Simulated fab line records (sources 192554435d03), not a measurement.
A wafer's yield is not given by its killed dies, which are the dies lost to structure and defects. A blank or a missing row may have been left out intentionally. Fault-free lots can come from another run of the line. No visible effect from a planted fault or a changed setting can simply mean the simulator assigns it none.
Matching of chambers / flow n5Finfet / 3 sister chambers for N5_HKMG_FIN_CVD_62 on thermalCvdSi-01
The step deposits a-Si from Si2H6, target thk 3 nm, time 20.8 s. 6 wafers are shown with their chamber, then 12 later ones without.

== WAFERS WITH THEIR CHAMBER ==
wafer=L085.4; chamber=1; heaterPowerW (W)=1229
wafer=L087.4; chamber=0; heaterPowerW (W)=1482
wafer=L087.6; chamber=2; heaterPowerW (W)=1301
wafer=L089.1; chamber=0; heaterPowerW (W)=1507
wafer=L089.2; chamber=2; heaterPowerW (W)=1338
wafer=L089.3; chamber=1; heaterPowerW (W)=1229

== WAFERS WHOSE CHAMBER IS MISSING ==
wafer=L091.2; heaterPowerW (W)=1308
wafer=L091.3; heaterPowerW (W)=1269
wafer=L091.5; heaterPowerW (W)=1534
wafer=L093.1; heaterPowerW (W)=1230
wafer=L093.2; heaterPowerW (W)=1271
wafer=L093.5; heaterPowerW (W)=1347
wafer=L095.1; heaterPowerW (W)=1327
wafer=L095.3; heaterPowerW (W)=1529
wafer=L095.5; heaterPowerW (W)=1246
wafer=L097.2; heaterPowerW (W)=1493
wafer=L097.3; heaterPowerW (W)=1244
wafer=L097.5; heaterPowerW (W)=1318

== THE CHAMBER EACH PASSED THROUGH ==
wafer=L091.2; from the rows above=2; in truth=2
wafer=L091.3; from the rows above=can't be placed: 1 or 2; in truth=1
wafer=L091.5; from the rows above=0; in truth=0
wafer=L093.1; from the rows above=1; in truth=1
wafer=L093.2; from the rows above=can't be placed: 1 or 2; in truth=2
wafer=L093.5; from the rows above=2; in truth=2
wafer=L095.1; from the rows above=2; in truth=2
wafer=L095.3; from the rows above=0; in truth=0
wafer=L095.5; from the rows above=1; in truth=1
wafer=L097.2; from the rows above=0; in truth=0
wafer=L097.3; from the rows above=1; in truth=1
wafer=L097.5; from the rows above=2; in truth=2
Correct placement for 10 of the 12. These rows do not allow placing 2 (true chamber among the candidates in 2). Placed wrongly: 0.
How it was worked out, from the rows above alone: a wafer's distance from a chamber is the root of the sum, over the readings, of the square of ((its reading less the chamber's mean) divided by the reading's scatter). The wafer belongs to the nearest chamber; if the next one is less than 2 further off, it can't be placed. The mean given for a chamber averages the wafers shown for that chamber. The scatter is the square root of a quotient: the sum, over the shown wafers, of each reading's squared deviation from its chamber's mean, divided by wafers minus chambers.
